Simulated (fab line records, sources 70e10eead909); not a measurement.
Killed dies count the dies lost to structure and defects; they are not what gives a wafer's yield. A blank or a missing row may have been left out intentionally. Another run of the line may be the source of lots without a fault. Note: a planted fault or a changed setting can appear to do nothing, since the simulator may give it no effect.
Problem report, 8D (eight disciplines) form, completed by code    flow nand harc    the parts of the form that need people (team, actions taken, sign-off) are left out

1. THE PROBLEM
At NHARC_END_SORT_01, killed at array averages 673 over 4 wafers from 2 lots, while fault-free wafers read 26, standard deviation 8.6. That is +75 standard deviations from the usual mean.
First observed at day 23 20:16: wafer L108.1, on prober-01. The record holds 35 wafers of 12 lots with a number at this step. Rule for "out" (also "out of limits"): further than 4 standard deviations from the usual mean. The rest of the wafers with a number are treated as sound.

2. WHAT IT IS; WHAT IT IS NOT
question                     is                              is not
which readings at this step  killed at array, killed dies    killed at other, killed at periphery, killed open, killed short
which lots                   L108, L110                      L102, L103, L111, L112, L990, L991, L995, L996, L998, L999
which wafers of those lots   L108.1, L108.2, L110.1, L110.2  L110.4
read on which gauges         prober-01                       prober-02
when                         from day 23 20:16               up to then (24 sound wafers); but 7 sound wafers of L110, L111, L112 came after

3. THE SUSPECTS, EACH WITH WHAT RULES IT OUT
Counting: any tool at a process step up to the reading remains a suspect provided it ran every lot that is out. Sound lots after the first of them don't rule it out here, since some wafers of a struck lot are sound.
- ruled out: the gauge at NHARC_END_SORT_01. All the wafers that are out were read on prober-01, but those of them that NHARC_A_BLC_ETCH_16 has rows for are out there too, on other tools.
- rie diel-04 at NHARC_A_BLC_DESCUM_15 (chemistry O2, time 3 s): kept. It processed each lot that is out (first: L108, day 21 21:59); up to then, its last sound lot is L102 (day 21 03:49).
- rie diel-04 at NHARC_A_BLC_ETCH_16 (etches the open film in CF4, target depth 39 nm, time 65 s): kept. It processed each lot that is out (first: L108, day 21 22:05); up to then, its last sound lot is L102 (day 21 03:55). Its own run length s readings are out on those wafers.
- rie diel-04 at NHARC_A_BLC_STRIP_21 (strips in O2): kept. It processed each lot that is out (first: L108, day 21 23:11); up to then, its last sound lot is L102 (day 21 05:00).
- Within rie diel-04 at NHARC_A_BLC_DESCUM_15: the wafers that are out ran in chambers 1, 2, 3; their sound lot-mates ran in chamber 0.
The count leaves rie diel-04 at NHARC_A_BLC_DESCUM_15, rie diel-04 at NHARC_A_BLC_ETCH_16, and rie diel-04 at NHARC_A_BLC_STRIP_21.

4. THE CAUSE (what the simulator had put in)
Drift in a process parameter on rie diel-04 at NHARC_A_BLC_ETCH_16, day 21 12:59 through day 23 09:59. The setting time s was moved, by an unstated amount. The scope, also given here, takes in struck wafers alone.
Counting left 3 suspects, and this tool is among them.

5. THE CHAIN OF EFFECTS, in route order
Each row: a reading whose mean over the struck wafers that have a number lies more than 3 standard deviations from the usual. Scope: only readings with a usual standard deviation given in the record; hours: median across lots of the time from each lot's start at the first step in this table that gives one to its start at this step; sigmas: change in usual standard deviations.
hours  step                 reading          usual   on struck wafers  change  sigmas
0      NHARC_A_BLC_ETCH_16  run length s     86.5 s  61.5              -25.0   -66
46     NHARC_END_SORT_01    killed at array  26      673               +647    +75
46     NHARC_END_SORT_01    killed dies      30      677               +647    +73
The process steps in it:
- NHARC_A_BLC_ETCH_16: etches the open film in CF4, target depth 39 nm, time 65 s.

6. WHAT WOULD HAVE CAUGHT IT SOONER
Counted from the fault's start at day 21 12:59, it took 55 hours until the first out-of-limits reading at a measuring or inspecting step in this record, taken at day 23 20:16.
At NHARC_A_BLC_ETCH_16, the tool's own readings (run length s) were out on each struck wafer the step has a row for, so an alarm limit on them would have fired on the first such wafer.
The start of NHARC_A_BLC_ETCH_16 on rie diel-04 came by day 23 20:16 for every one of the lots that are out (2). Holding the tool at that point would not have protected any of them.
